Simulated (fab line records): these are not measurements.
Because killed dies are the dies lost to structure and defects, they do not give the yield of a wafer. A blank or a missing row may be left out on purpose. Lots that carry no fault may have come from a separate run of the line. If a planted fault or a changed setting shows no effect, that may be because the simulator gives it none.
fab line records	flow nandHarc
record: lots: 13	wafers: 39	lastDay: 33
route steps=1302 shown A_ONON_D1@439 A_CHANNEL_HOLE_D1@463
lots that met no fault: from a run of the same line without faults
startH: start of the lot's first displayed wafer, in hours after the record's first day	waitH: hours elapsed since this lot's preceding step	" identical to the entry in the row above	L1.1+2: one row covering several wafers at once	- no value, or no start given	* or withheld: withheld	< > ~ a bound
route shown NAME@n: NAME is a module with steps in the file, n the number in the route of the first one	usual: the fault-free wafers' mean and standard deviation	same: alike in all rows	chamber/n: place in a boat	sites: each site's reading	_std_site: their standard deviation	_edge_site: mean of outer sites minus mean of inner sites	radiusMm: how far each site lies from the wafer's centre	mask NAME#n: copy n	behind: the last tool/chamber to shape the wafer	hold: reason for holding the lot/hours on hold/outcome of the hold	device: the n, p or np transistor that did not switch	end of line: tests run on the same wafers once the route is complete	a step with no rows: only its recipe	killed: the dies lost at the first sort to structure and to defects; this is not the yield of the wafer	map: per-die view of a wafer (x killed, . not killed, _ where there is no die)
set.NAME: the setting the step ran with; set.NAME@STEP: the setting that earlier step ran with	model.NAME: the simulator's own value behind a step, which no gauge read
route steps across a sampled set of lots; one table per step, one row per wafer
services: the hour from which a tool's chamber was out of use, counted from the record's first day as startH (under 0 if before that day), plus the number of hours and why
== steps ==
step: NHARC_A_ONON_D1_THK_MEAS_21
recipe: thkMeasGauge: ellipsometry
usual: thkNm: 999/8.3
lot.wafer	tool	chamber	startH	waitH	thkNm
L366.1	filmMetro-02	-	173.66	-	983
L366.5	"	-	"	"	981
L366.6	"	-	"	"	983
L369.1	filmMetro-01	-	204.54	-	988
L369.2	"	-	"	"	990
L369.6	"	-	"	"	990
L368.1	filmMetro-02	-	204.55	-	983
L368.3	"	-	"	"	984
L368.5	"	-	"	"	984
L370.2	filmMetro-02	-	215.25	-	987
L370.4	"	-	"	"	990
L370.5	"	-	"	"	990
L371.3	filmMetro-01	-	223.19	-	1006
L371.5	"	-	"	"	1006
L371.6	"	-	"	"	1008
L373.3	filmMetro-02	-	246.48	-	998
L373.4	"	-	"	"	997
L373.5	"	-	"	"	998
L374.1	filmMetro-02	-	246.49	-	1000
L374.3	"	-	"	"	1000
L374.6	"	-	"	"	1001
L375.1	filmMetro-02	-	262.99	-	1015
L375.4	"	-	"	"	1015
L375.5	"	-	"	"	1016
L377.3	filmMetro-01	-	281.36	-	1005
L377.5	"	-	"	"	1005
L377.6	"	-	"	"	1006
L385.1	filmMetro-02	-	361.64	-	1003
L385.5	"	-	"	"	1003
L385.6	"	-	"	"	1003
L386.2	filmMetro-01	-	371.32	-	1003
L386.4	"	-	"	"	1003
L386.6	"	-	"	"	1002
L387.3	filmMetro-02	-	390.87	-	997
L387.5	"	-	"	"	998
L387.6	"	-	"	"	997
L388.2	filmMetro-02	-	397.78	-	995
L388.3	"	-	"	"	997
L388.5	"	-	"	"	997
step: NHARC_A_ONON_D1_DEP_33
recipe: targetThkA: 2000	tempC: 400	pressureTorr: 6.5	rfW: 900	teosFlowSccm: 161.4	flowSccm: 2650	targetThkNm: 200	gas: O2	material: SiO2
usual: heaterPowerW: 554/120	rfFwdPowerW: 898.4/2.7	susceptorTempC: 400.02/0.21	throttleValvePct: 16.1/0.53
lot.wafer	tool	chamber	startH	waitH	heaterPowerW	rfFwdPowerW	susceptorTempC	throttleValvePct
L366.1	pecvd-04	0	175.60	0.2	458	903.5	400.06	16.8
L366.6	"	0	"	"	465	904.6	400.33	16.7
L366.5	"	1	"	"	397	897.2	399.87	15.8
L369.1	pecvd-04	1	206.30	0.1	360	895.4	400.29	15.7
L369.2	"	2	"	"	543	895.5	399.96	15.4
L369.6	"	0	"	"	506	897.0	400.34	16.7
L368.1	pecvd-01	2	206.36	0.1	519	896.5	400.09	16.7
L368.3	"	0	"	"	623	898.6	399.95	16.2
L368.5	"	2	"	"	522	895.2	399.72	16.5
L370.2	pecvd-04	2	217.05	0.1	524	897.1	399.53	15.4
L370.5	"	1	"	"	328	902.7	400.19	15.6
L370.4	"	2	"	"	549	894.2	399.77	15.2
L371.3	pecvd-04	2	224.94	0.1	568	895.1	400.42	15.4
L371.6	"	2	"	"	577	900.1	400.63	15.2
L371.5	"	0	"	"	519	892.9	400.05	16.7
L373.3	pecvd-01	2	248.29	0.1	492	898.3	399.98	16.6
L373.5	"	2	"	"	513	896.6	400.01	16.4
L373.4	"	0	"	"	778	895.4	400.13	16.5
L374.3	pecvd-02	1	248.29	0.1	720	897.5	399.76	15.4
L374.1	"	2	"	"	527	900.0	400.14	16.4
L374.6	"	1	"	"	738	896.9	399.77	15.4
L375.1	pecvd-04	1	264.79	0.1	387	898.1	399.87	15.7
L375.5	"	0	"	"	464	897.0	400.18	16.9
L375.4	"	1	"	"	390	895.2	399.79	16.0
L377.3	pecvd-01	2	283.35	0.1	511	901.4	400.28	16.7
L377.6	"	1	"	"	749	898.4	400.09	16.1
L377.5	"	2	"	"	507	897.2	400.16	16.7
L385.1	pecvd-04	1	363.44	0.1	394	902.4	400.05	15.9
L385.5	"	0	"	"	630	793.2	399.93	16.5
L385.6	"	1	"	"	393	899.9	399.67	15.5
L386.2	pecvd-04	0	373.12	0.1	548	789.8	400.25	16.3
L386.4	"	2	"	"	578	896.6	399.81	15.4
L386.6	"	1	"	"	402	899.5	400.01	15.7
L387.3	pecvd-01	0	392.71	0.1	724	896.8	400.00	16.6
L387.6	"	1	"	"	616	896.1	399.82	16.4
L387.5	"	2	"	"	507	906.1	400.18	16.4
L388.2	pecvd-01	2	399.55	0.1	416	894.2	400.19	16.6
L388.3	"	0	"	"	757	897.1	399.87	16.6
L388.5	"	2	"	"	433	900.0	399.78	16.5
step: NHARC_A_ONON_D1_THK_MEAS_34
recipe: thkMeasGauge: ellipsometry
usual: thkNm: 200.9/2.7
lot.wafer	tool	chamber	startH	waitH	thkNm
L366.1	filmMetro-01	-	176.01	-	201.5
L366.5	"	-	"	"	200.2
L366.6	"	-	"	"	203.4
L369.1	filmMetro-02	-	206.71	-	201.3
L369.2	"	-	"	"	203.3
L369.6	"	-	"	"	204.7
L368.1	filmMetro-01	-	206.73	-	198.6
L368.3	"	-	"	"	198.1
L368.5	"	-	"	"	202.1
L370.2	filmMetro-02	-	217.42	-	203.3
L370.4	"	-	"	"	203.3
L370.5	"	-	"	"	200.5
L371.3	filmMetro-01	-	225.35	-	196.8
L371.5	"	-	"	"	201.3
L371.6	"	-	"	"	199.8
L373.3	filmMetro-02	-	248.65	-	198.7
L373.4	"	-	"	"	204.5
L373.5	"	-	"	"	202.2
L374.1	filmMetro-02	-	248.66	-	200.4
L374.3	"	-	"	"	203.0
L374.6	"	-	"	"	202.1
L375.1	filmMetro-02	-	265.16	-	200.2
L375.4	"	-	"	"	203.8
L375.5	"	-	"	"	201.7
L377.3	filmMetro-02	-	283.68	-	199.9
L377.5	"	-	"	"	202.0
L377.6	"	-	"	"	203.4
L385.1	filmMetro-01	-	363.81	-	201.3
L385.5	"	-	"	"	193.4
L385.6	"	-	"	"	201.3
L386.2	filmMetro-02	-	373.49	-	192.8
L386.4	"	-	"	"	200.7
L386.6	"	-	"	"	203.5
L387.3	filmMetro-02	-	393.03	-	194.0
L387.5	"	-	"	"	195.9
L387.6	"	-	"	"	202.4
L388.2	filmMetro-02	-	399.96	-	195.3
L388.3	"	-	"	"	193.0
L388.5	"	-	"	"	196.0
step: NHARC_A_ONON_D1_INSPECT_32
usual: rawDefectCount: 69/24
lot.wafer	tool	chamber	startH	waitH	rawDefectCount
L366.1	defectInspect-01	-	176.08	0.0	77
L366.5	"	-	"	"	63
L366.6	"	-	"	"	86
L369.1	defectInspect-01	-	206.77	0.0	37
L369.2	"	-	"	"	62
L369.6	"	-	"	"	54
L368.1	defectInspect-02	-	206.79	0.0	69
L368.3	"	-	"	"	85
L368.5	"	-	"	"	66
L370.2	defectInspect-01	-	217.48	0.0	32
L370.4	"	-	"	"	29
L370.5	"	-	"	"	64
L371.3	defectInspect-02	-	225.42	0.0	50
L371.5	"	-	"	"	86
L371.6	"	-	"	"	61
L373.3	defectInspect-02	-	248.72	0.0	47
L373.4	"	-	"	"	60
L373.5	"	-	"	"	58
L374.1	defectInspect-02	-	248.72	0.0	84
L374.3	"	-	"	"	87
L374.6	"	-	"	"	122
L375.1	defectInspect-02	-	265.22	0.0	36
L375.4	"	-	"	"	91
L375.5	"	-	"	"	71
L377.3	defectInspect-01	-	283.76	0.0	60
L377.5	"	-	"	"	88
L377.6	"	-	"	"	78
L385.1	defectInspect-02	-	363.90	0.0	65
L385.5	"	-	"	"	65
L385.6	"	-	"	"	67
L386.2	defectInspect-01	-	373.57	0.0	71
L386.4	"	-	"	"	78
L386.6	"	-	"	"	64
L387.3	defectInspect-02	-	393.11	0.0	89
L387.5	"	-	"	"	90
L387.6	"	-	"	"	68
L388.2	defectInspect-01	-	400.03	0.0	65
L388.3	"	-	"	"	63
L388.5	"	-	"	"	67
step: NHARC_A_CHANNEL_HOLE_D1_OVL_MEAS_11
usual: overlayXNm: -0.1/0.79	overlayYNm: -0.3/1
lot.wafer	tool	chamber	startH	waitH	overlayXNm	overlayYNm
L366.1	overlay-01	-	181.08	-	0.2	-1.7
L366.5	"	-	"	"	0.1	-1.4
L366.6	"	-	"	"	-0.3	-1.1
L369.1	overlay-02	-	209.45	-	-0.6	-1.0
L369.2	"	-	"	"	-0.9	-0.6
L369.6	"	-	"	"	-1.4	-0.8
L368.1	overlay-02	-	209.74	-	-1.1	-1.1
L368.3	"	-	"	"	-1.4	-1.6
L368.5	"	-	"	"	-0.4	-1.3
L370.2	overlay-01	-	220.31	-	-0.3	-1.6
L370.4	"	-	"	"	-0.1	-1.8
L370.5	"	-	"	"	-0.1	-2.0
L371.3	overlay-02	-	230.78	-	0.9	1.2
L371.5	"	-	"	"	0.7	0.5
L371.6	"	-	"	"	0.8	1.0
L373.3	overlay-01	-	257.13	-	0.5	1.2
L373.4	"	-	"	"	0.3	0.6
L373.5	"	-	"	"	0.3	0.4
L374.1	overlay-02	-	257.68	-	0.2	-1.6
L374.3	"	-	"	"	0.1	-2.1
L374.6	"	-	"	"	-0.2	-1.7
L375.1	overlay-01	-	275.04	-	-0.4	1.1
L375.4	"	-	"	"	0.2	1.1
L375.5	"	-	"	"	-0.8	1.3
L377.3	overlay-02	-	286.88	-	-0.3	2.3
L377.5	"	-	"	"	-0.3	1.8
L377.6	"	-	"	"	0.0	1.9
L385.1	overlay-02	-	366.76	-	0.3	-0.1
L385.5	"	-	"	"	0.6	0.3
L385.6	"	-	"	"	-0.3	-0.4
L386.2	overlay-01	-	379.02	-	-1.4	-0.3
L386.4	"	-	"	"	-1.7	-0.5
L386.6	"	-	"	"	-1.3	-0.3
L387.3	overlay-01	-	395.88	-	0.7	-0.8
L387.5	"	-	"	"	-0.1	-0.8
L387.6	"	-	"	"	0.4	-0.8
L388.2	overlay-02	-	403.87	-	-0.5	0.4
L388.3	"	-	"	"	-0.5	0.7
L388.5	"	-	"	"	-0.7	0.6
== services ==
tool	chamber	startH	hours	kind
pecvd-01	2	152.72	11.4	repair
pecvd-04	-	155.05	1.4	repair
pecvd-02	0	196.15	9.2	repair
pecvd-01	1	221.88	6.7	repair
pecvd-01	0	223.27	23.1	repair
pecvd-02	-	227.08	13.0	pm
pecvd-02	0	227.08	13.0	ventCycle
pecvd-01	2	229.12	8.4	repair
pecvd-04	-	269.45	13.0	pm
pecvd-04	0	269.45	13.0	ventCycle
pecvd-04	1	269.45	13.0	ventCycle
pecvd-04	2	269.45	28.3	ventCycle
pecvd-04	0	282.45	-	clean
pecvd-04	1	282.45	-	clean
pecvd-01	-	311.26	13.0	pm
pecvd-01	0	311.26	13.0	ventCycle
pecvd-01	1	311.26	13.0	ventCycle
pecvd-01	2	311.26	13.0	ventCycle
pecvd-01	0	324.26	-	clean
pecvd-01	1	324.26	-	clean
pecvd-01	2	324.26	-	clean
pecvd-04	-	351.05	1.2	repair
pecvd-01	1	375.91	12.6	repair
pecvd-04	-	391.55	1.2	repair
== key ==
firstSign: step: NHARC_A_ONON_D1_DEP_33	reading: rfFwdPowerW	direction: down	sigmas: 40	usual: *	struck: *
effect: step: NHARC_A_ONON_D1_THK_MEAS_34	reading: thkNm	direction: down	sigmas: 2.9	usual: 200.9	struck: 193.1
metAt NHARC_A_ONON_D1_DEP_33
struckLots L385,L386
struckWafers L385.5,L386.2
testerLeftOut L385,L386
notActingAt NHARC_A_ONON_D1_THK_MEAS_21,NHARC_A_ONON_D1_INSPECT_32,NHARC_A_CHANNEL_HOLE_D1_OVL_MEAS_11
onsetBetween 264.79 363.44
fault: kind: processParameterDrift	tool: pecvd-04	chamber: 0	onsetH: 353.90	steps: NHARC_A_ONON_D1_DEP_33	channel: rfW	offset: *	shape: step	endH: 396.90	actsIn: *	stated: *
testerLeftOut: of these lots the tester's yield and bins aren't shown, on N5 and GAA mostly nor the transistor test; their killed dies are dies lost to structure and defects alone, not to doping, threshold or leakage, so they don't give the yield
